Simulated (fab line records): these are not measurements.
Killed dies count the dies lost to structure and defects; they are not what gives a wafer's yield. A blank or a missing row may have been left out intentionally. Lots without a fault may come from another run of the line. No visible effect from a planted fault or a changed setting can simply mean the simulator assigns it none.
The tool behind it: which one?	flow nand harc	13 lots with 39 wafers sampled at 5 steps, on a route of 1159 steps

WHAT EACH GAUGE READ, for each wafer
NHARC_P_START_INSPECT_01.
lot	measured	on	raw defect count
L296	day 1 12:02	defect inspect-01	2 2 3
L299	day 2 06:02	defect inspect-02	4 9 3
L302	day 3 00:03	defect inspect-01	1 3 3
L303	day 3 06:02	defect inspect-02	4 2 3
L306	day 4 00:02	defect inspect-02	3 4 6
L307	day 4 06:02	defect inspect-01	4 1 4
L309	day 4 18:02	defect inspect-01	3 5 5
L310	day 5 00:02	defect inspect-02	7 6 5
L311	day 5 06:02	defect inspect-01	4 4 7
L316	day 6 12:02	defect inspect-01	7 2 7
L317	day 6 18:02	defect inspect-02	3 4 3
L318	day 7 00:02	defect inspect-01	5 8 2
L319	day 7 06:02	defect inspect-02	2 1 2

NHARC_P_ZERO_WELL_CD_MEAS_37: the cd target is 720 nm.
lot	measured	on	cd nm (nm)
L296	day 1 16:14	cd sem-02	721.4 721.7 715.6
L299	day 2 10:34	cd sem-03	719.3 721.5 721.2
L302	day 3 04:01	cd sem-01	718.9 719.7 722.4
L303	day 3 10:17	cd sem-03	717.7 715.4 719.1
L306	day 4 04:15	cd sem-01	723.5 721.2 720.1
L307	day 4 10:11	cd sem-01	718.1 719.0 719.7
L309	day 4 22:12	cd sem-02	715.8 719.6 717.5
L310	day 5 04:23	cd sem-02	718.7 720.5 719.8
L311	day 5 09:59	cd sem-02	718.4 720.3 719.1
L316	day 6 15:53	cd sem-03	721.5 719.5 723.2
L317	day 6 22:06	cd sem-02	718.5 722.0 718.8
L318	day 7 04:08	cd sem-01	718.0 721.0 718.6
L319	day 7 10:05	cd sem-03	718.4 718.7 716.4

NHARC_END_SORT_01.
lot	measured	on	killed at array	killed at other	killed at periphery	killed dies	killed open	killed short
L296	day 20 03:15	prober-01	20 15 21	0 0 0	7 3 7	27 18 28	1 2 4	0 1 4
L299	day 20 10:59	prober-02	10 10 9	0 0 1	4 7 4	14 17 14	3 2 1	3 3 2
L302	day 21 12:40	prober-01	13 15 8	0 0 0	10 10 9	23 25 17	3 4 1	0 0 1
L303	day 21 04:19	prober-02	29 30 24	2 0 0	1 5 1	32 35 25	4 5 2	1 4 2
L306	day 21 19:50	prober-02	28 25 40	1 1 0	2 2 6	31 28 46	1 3 6	1 4 3
L307	day 22 15:07	prober-02	35 33 34	2 2 1	1 2 2	38 37 37	4 4 2	2 5 1
L309	day 22 04:17	prober-02	23 18 14	0 1 2	654 658 661	677 677 677	4 2 5	2 1 2
L310	day 22 04:14	prober-01	30 32 30	0 0 0	647 645 647	677 677 677	5 1 3	2 3 4
L311	day 23 08:08	prober-02	32 24 46	2 3 0	643 650 631	677 677 677	5 2 5	2 1 1
L316	day 23 23:43	prober-02	32 33 33	0 1 0	5 5 6	37 39 39	3 3 4	1 4 2
L317	day 24 09:05	prober-02	32 33 28	4 2 1	3 0 2	39 35 31	6 5 0	1 2 2
L318	day 24 07:37	prober-01	34 28 34	0 1 1	2 3 6	36 32 41	5 3 0	3 5 3
L319	day 25 15:38	prober-02	17 27 12	3 1 0	6 2 1	26 30 13	5 9 2	1 1 2

WHAT TOOL EACH LOT RAN ON (gives the tool, then ch and the chambers of the sampled wafers, and finally the start)
lot	NHARC_P_ZERO_WELL_DESCUM_39	NHARC_P_ZERO_WELL_IMPLANT_55
L296	rie diel-03 ch 1,2,3, day 1 16:24	implanter-01 ch 0, day 1 18:05
L299	rie diel-03 ch 0,1,2, day 2 10:43	implanter-01 ch 0, day 2 12:24
L302	rie diel-10 ch 1,2, day 3 04:11	implanter-02 ch 0, day 3 06:04
L303	rie diel-03 ch 0,3, day 3 10:27	implanter-02 ch 0, day 3 12:17
L306	rie diel-10 ch 1,2, day 4 04:25	implanter-02 ch 0, day 4 06:07
L307	rie diel-03 ch 0,3, day 4 10:21	implanter-01 ch 0, day 4 12:05
L309	rie diel-09 ch 1,2, day 4 22:22	implanter-01, day 5 00:10
L310	rie diel-09 ch 1,3, day 5 04:34	implanter-02, day 5 06:14
L311	rie diel-03 ch 0,1,2, day 5 10:10	implanter-02, day 5 11:57
L316	rie diel-09 ch 0,2, day 6 16:02	implanter-02 ch 0, day 6 17:51
L317	rie diel-09 ch 1,2,3, day 6 22:17	implanter-02 ch 0, day 7 00:07
L318	rie diel-10 ch 0,1,2, day 7 04:18	implanter-01 ch 0, day 7 05:58
L319	rie diel-10 ch 1,2,3, day 7 10:16	implanter-02 ch 0, day 7 11:58
- NHARC_P_ZERO_WELL_DESCUM_39: chemistry O2, time 3 s.
- NHARC_P_ZERO_WELL_IMPLANT_55

AS READ BY THE TOOLS THEMSELVES (means over the sampled wafers that have a number; for cases with no such wafer, the mark the record gives instead)
NHARC_P_ZERO_WELL_DESCUM_39.
lot	tool	chamber pressure mTorr (mTorr)	drypump motor current A (A)	oes product au (a.u.)	rf vpp V (V)	showerhead plenum p Torr (Torr)	throttle valve pct (%)
L296	rie diel-03	60.06	5.8	1.006	57.6	1.88	11.315
L299	rie diel-03	59.96	5.8	1.006	57.7	1.97	11.310
L302	rie diel-10	59.98	5.4	0.984	58.0	1.99	11.307
L303	rie diel-03	60.01	5.9	1.006	57.4	1.87	11.318
L306	rie diel-10	59.94	5.4	0.996	57.1	1.99	11.322
L307	rie diel-03	59.98	5.9	1.007	58.2	1.96	11.320
L309	rie diel-09	59.99	5.6	0.990	58.8	1.95	11.309
L310	rie diel-09	59.93	5.8	0.987	58.5	1.99	11.300
L311	rie diel-03	60.02	5.8	1.006	57.4	1.96	11.308
L316	rie diel-09	59.97	5.2	1.002	57.6	1.99	11.315
L317	rie diel-09	59.97	5.5	0.997	57.6	1.99	11.304
L318	rie diel-10	59.99	5.4	1.005	58.0	1.95	11.319
L319	rie diel-10	60.04	5.7	1.004	58.3	1.95	11.319

NHARC_P_ZERO_WELL_IMPLANT_55.
lot	tool	beam energy keV	beam on s (s)
L296	implanter-01	179.99	9.93
L299	implanter-01	179.99	9.99
L302	implanter-02	179.94	9.89
L303	implanter-02	180.05	10.03
L306	implanter-02	179.92	9.83
L307	implanter-01	180.02	10.04
L309	implanter-01	-	-
L310	implanter-02	-	-
L311	implanter-02	-	-
L316	implanter-02	180.00	10.08
L317	implanter-02	180.04	10.03
L318	implanter-01	180.02	9.69
L319	implanter-02	180.00	10.11

THE ANSWER, worked out from the rows above alone
Rule: what is usual is taken from the lots themselves. The widest of any qualifying gaps counts: lots, ordered by their means at a reading, are off when they make up no more than a third of the lots, leave a main group of 4 or more, and stand apart from it by 3 or more times the standard deviation of that group's means. Not used: any main group whose means are identical at the precision the tables above print for the reading. A lot without any number at a reading at which 4 lots or more have one is off too. All remaining lots with rows at the step are treated as sound. First the gauges in route order, then the tools' own readings, where a lot's mean is used as printed above. At the first step where some lot is off, the reading lying furthest off is the one used; lots without a number count as furthest.
Off: L309, L310, L311, at NHARC_END_SORT_01 (killed at periphery). Main group: mean 4.1, sd 2.3.
A tool fits if, at a process step before that reading, it ran every lot that is off, and no sound lot after the first of them. Not tried: the gauges at NHARC_END_SORT_01; whatever is off there is also off at NHARC_P_ZERO_WELL_IMPLANT_55, on other tools, and gauge error can't account for it. Not one of the candidates tried fits.

WHAT WAS PUT IN BY THE SIMULATOR
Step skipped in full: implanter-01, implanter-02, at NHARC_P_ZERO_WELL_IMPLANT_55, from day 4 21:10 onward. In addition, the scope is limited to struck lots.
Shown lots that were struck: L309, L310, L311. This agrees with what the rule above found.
